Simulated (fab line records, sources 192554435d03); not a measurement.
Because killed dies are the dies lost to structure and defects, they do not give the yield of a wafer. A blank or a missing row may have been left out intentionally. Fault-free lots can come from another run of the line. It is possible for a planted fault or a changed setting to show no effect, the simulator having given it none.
Chamber matching :: flow n5-finfet :: N5_BEOL_M13_DESCUM_33 on rie-diel-04: 4 sister chambers
The step chemistry O2, time 7.9 s. 4 wafers are shown with their chamber, then 8 later ones without.

## EACH WAFER AND ITS CHAMBER
wafer: L081.3
chamber: 2
drypump-motor-current-A (A): 6.3

wafer: L085.5
chamber: 0
drypump-motor-current-A (A): 5.1

wafer: L085.6
chamber: 3
drypump-motor-current-A (A): 6.1

wafer: L086.1
chamber: 1
drypump-motor-current-A (A): 5.0

## WAFERS MISSING THEIR CHAMBER
wafer: L086.3
drypump-motor-current-A (A): 6.3

wafer: L086.4
drypump-motor-current-A (A): 6.3

wafer: L093.2
drypump-motor-current-A (A): 6.3

wafer: L093.4
drypump-motor-current-A (A): 6.1

wafer: L093.6
drypump-motor-current-A (A): 5.0

wafer: L095.1
drypump-motor-current-A (A): 5.1

wafer: L095.5
drypump-motor-current-A (A): 6.2

wafer: L095.6
drypump-motor-current-A (A): 5.1

## EACH ONE'S CHAMBER
wafer: L086.3
from the rows above: 2
in truth: 2

wafer: L086.4
from the rows above: 2
in truth: 2

wafer: L093.2
from the rows above: 2
in truth: 2

wafer: L093.4
from the rows above: 3
in truth: 3

wafer: L093.6
from the rows above: 1
in truth: 1

wafer: L095.1
from the rows above: 0
in truth: 0

wafer: L095.5
from the rows above: can't be placed: 2 or 3
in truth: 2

wafer: L095.6
from the rows above: 0
in truth: 0
Correct placement for 7 of the 8. Not placeable from these rows: 1 (in 1, the candidates include the true chamber). Number placed wrongly: 0.
How it was worked out, from the rows above alone: a wafer's distance from a chamber is the root of the sum, over the readings, of the square of ((its reading less the chamber's mean) divided by the reading's scatter). The wafer belongs to the nearest chamber; if the next one is less than 2 further off, it can't be placed. The mean given for a chamber averages the wafers shown for that chamber. The scatter: with one shown wafer a chamber, the root of the mean of the squares of how far each hidden wafer lies from its nearest shown one.
